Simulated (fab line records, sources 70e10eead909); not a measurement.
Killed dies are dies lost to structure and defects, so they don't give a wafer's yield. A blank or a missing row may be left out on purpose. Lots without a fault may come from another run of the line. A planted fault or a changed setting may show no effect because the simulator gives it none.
Tool commonality check | flow nand_harc | 12 lots, 36 wafers sampled

WHY IT WAS OPENED
At NHARC_A_CONTACT_INSPECT_44 the reading raw_defect_count is flagged on 2 of 12 lots. Wafers without a fault read 75, standard deviation 38.
Rule: a lot is flagged when every wafer of it that has a number lies more than 4 standard deviations from that mean, or none has a number. The other lots count as sound.

lot  | measured     | on                | raw_defect_count, wafer by wafer | flag
L804 | day 21 23:58 | defect_inspect-02 | 75 64 69                         |
L803 | day 22 00:43 | defect_inspect-02 | 56 63 55                         |
L805 | day 22 19:52 | defect_inspect-01 | 25 15 22                         |
L813 | day 25 17:50 | defect_inspect-01 | 880 888 864                      | FLAGGED
L814 | day 26 08:57 | defect_inspect-01 | 851 865 871                      | FLAGGED
L815 | day 26 12:49 | defect_inspect-01 | 94 88 87                         |
L820 | day 27 19:08 | defect_inspect-02 | 101 134 116                      |
L822 | day 29 08:37 | defect_inspect-01 | 64 65 81                         |
L821 | day 29 16:39 | defect_inspect-02 | 117 127 113                      |
L823 | day 29 21:16 | defect_inspect-01 | 99 96 90                         |
L825 | day 30 05:44 | defect_inspect-01 | 74 76 74                         |
L826 | day 30 13:05 | defect_inspect-01 | 108 107 89                       |
The numbers of the flagged lots are 870 on average: +795 against the usual, or +21 standard deviations.

WHICH TOOL RAN EACH LOT
The record holds 2 process steps before the reading, out of a route of 1302 steps. In each cell: the tool, then ch and the chambers that the sampled wafers went through, then the start.
lot  | flag    | NHARC_A_WL_FILL_ETCHBACK_17       | NHARC_A_CONTACT_DEP_28
L804 |         | rie_metal-01 ch 0,1, day 21 08:23 | acl_dep-02 ch 0, day 21 18:51
L803 |         | rie_metal-02 ch 0,1, day 21 07:17 | acl_dep-01 ch 0, day 21 19:43
L805 |         | rie_metal-01 ch 0,1, day 22 07:39 | acl_dep-01 ch 0, day 22 14:42
L813 | FLAGGED | rie_metal-02 ch 0,1, day 25 05:35 | acl_dep-01 ch 0, day 25 14:17
L814 | FLAGGED | rie_metal-03 ch 0,1, day 25 19:32 | acl_dep-01 ch 0, day 26 04:32
L815 |         | rie_metal-01 ch 0,1, day 26 00:24 | acl_dep-03 ch 0, day 26 09:06
L820 |         | rie_metal-02 ch 0, day 27 05:29   | acl_dep-02 ch 0, day 27 15:30
L822 |         | rie_metal-03 ch 0, day 28 20:29   | acl_dep-02 ch 0, day 29 03:30
L821 |         | rie_metal-03 ch 0,1, day 29 04:27 | acl_dep-01 ch 0, day 29 11:37
L823 |         | rie_metal-01 ch 0,1, day 29 09:07 | acl_dep-03 ch 0, day 29 16:05
L825 |         | rie_metal-01 ch 0,1, day 29 17:14 | acl_dep-01 ch 0, day 30 01:29
L826 |         | rie_metal-02 ch 0,1, day 30 01:02 | acl_dep-01 ch 0, day 30 08:00
What these steps do:
- NHARC_A_WL_FILL_ETCHBACK_17: etches the open film in Cl2/BCl3, target depth 4 nm, time 26.7 s.
- NHARC_A_CONTACT_DEP_28: deposits aC, target thk 7000 nm.
- NHARC_A_CONTACT_INSPECT_44

FLAGGED OVER TOTAL, TOOL BY TOOL (the gauges that took the reading come last)
step                        | tool              | lots run | flagged | share of the flagged lots | sound lots run after its first flagged lot
NHARC_A_WL_FILL_ETCHBACK_17 | rie_metal-01      | 5        | 0       | none                      | -
NHARC_A_WL_FILL_ETCHBACK_17 | rie_metal-02      | 4        | 1       | some                      | 2 (L820,L826)
NHARC_A_WL_FILL_ETCHBACK_17 | rie_metal-03      | 3        | 1       | some                      | 2 (L822,L821)
NHARC_A_CONTACT_DEP_28      | acl_dep-01        | 7        | 2       | all                       | 3 (L821,L825,L826)
NHARC_A_CONTACT_DEP_28      | acl_dep-02        | 3        | 0       | none                      | -
NHARC_A_CONTACT_DEP_28      | acl_dep-03        | 2        | 0       | none                      | -
NHARC_A_CONTACT_INSPECT_44  | defect_inspect-01 | 8        | 2       | all                       | 5 (L815,L822,L823,L825,L826)
NHARC_A_CONTACT_INSPECT_44  | defect_inspect-02 | 4        | 0       | none                      | -

WHAT THE TABLE ALLOWS
2 rows of the table ran every flagged lot: acl_dep-01 at NHARC_A_CONTACT_DEP_28, defect_inspect-01 at NHARC_A_CONTACT_INSPECT_44.
- acl_dep-01 at NHARC_A_CONTACT_DEP_28: 2 of its 7 lots flagged. Sound lots ran on it after the first flagged one (L821, L825, L826), which a lasting fault on the whole tool wouldn't allow.
- defect_inspect-01 at NHARC_A_CONTACT_INSPECT_44: 2 of its 8 lots flagged. Sound lots ran on it after the first flagged one (L815, L822, L823, L825, L826), which a lasting fault on the whole tool wouldn't allow.
No row of the table ran every flagged lot and no sound lot after the first.

WHAT THE SIMULATOR HAD PUT IN
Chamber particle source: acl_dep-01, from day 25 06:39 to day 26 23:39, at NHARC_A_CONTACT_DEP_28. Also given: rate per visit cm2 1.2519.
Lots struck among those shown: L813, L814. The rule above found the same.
